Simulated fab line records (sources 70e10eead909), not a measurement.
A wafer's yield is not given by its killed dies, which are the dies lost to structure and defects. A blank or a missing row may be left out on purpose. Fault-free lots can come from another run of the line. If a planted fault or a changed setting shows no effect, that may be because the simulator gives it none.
Chamber matching -- flow nand_harc -- NHARC_A_CHANNEL_FILL_D1_STRIP_28 on rie_diel-01 has 4 sister chambers
The step strips in O2, time 20 s. 18 wafers are shown with their chamber, then 9 later ones without.

EACH WAFER AND ITS CHAMBER
wafer,chamber,showerhead_plenum_p_Torr (Torr),drypump_motor_current_A (A),oes_product_au (a.u.)
L074.1,1,3.57,6.5,0.998
L074.5,0,3.51,5.6,1.004
L074.6,3,3.66,5.4,1.007
L078.2,1,3.57,6.5,1.007
L078.4,3,3.66,5.4,0.999
L078.5,2,3.52,5.9,1.001
L079.3,0,3.51,5.5,1.014
L079.5,1,3.57,6.5,1.008
L079.6,0,3.51,5.5,1.007
L080.1,2,3.52,5.9,1.019
L080.4,0,3.51,5.6,1.013
L080.5,2,3.52,5.9,1.015
L084.3,3,3.66,5.4,1.014
L084.4,0,3.50,5.6,1.014
L084.6,3,3.66,5.4,1.008
L087.2,0,3.50,5.5,1.011
L087.5,1,3.57,6.6,0.995
L087.6,0,3.50,5.5,1.003

SIGNATURES, as means of the wafers listed above
reading,chamber 0,chamber 1,chamber 2,chamber 3,scatter within a chamber
showerhead_plenum_p_Torr,3.5057,3.5700,3.5200,3.6600,0.0035
drypump_motor_current_A,5.543,6.525,5.900,5.400,0.042
oes_product_au,1.00943,1.00200,1.01167,1.00700,0.00628
Rule: for each reading, subtract the chamber's mean from the wafer's reading, divide by that reading's scatter and square the result; add these up over the readings and take the root, which gives the wafer's distance from the chamber. The wafer belongs to the nearest chamber; if the next one is less than 2 further off, it can't be placed. How the scatter is found: for the shown wafers, subtract from each reading the mean of its chamber, square and add these, divide the total by (wafers less chambers), then take the root.

WAFERS WITHOUT THEIR CHAMBER
wafer,showerhead_plenum_p_Torr (Torr),drypump_motor_current_A (A),oes_product_au (a.u.)
L093.1,3.50,5.5,1.013
L093.5,3.57,6.5,1.004
L093.6,3.51,5.9,1.002
L094.2,3.51,6.0,1.007
L094.4,3.65,5.4,1.013
L094.6,3.57,6.5,1.010
L096.2,3.51,5.9,1.005
L096.3,3.57,6.5,1.003
L096.5,3.51,5.9,1.001

WHICH CHAMBER EACH ONE RAN IN
wafer,from the rows above,in truth
L093.1,0,0
L093.5,1,1
L093.6,2,2
L094.2,2,2
L094.4,3,3
L094.6,1,1
L096.2,2,2
L096.3,1,1
L096.5,2,2
Correct placement for 9 of the 9. Left unplaced by these rows: 0. Wrongly placed: 0.
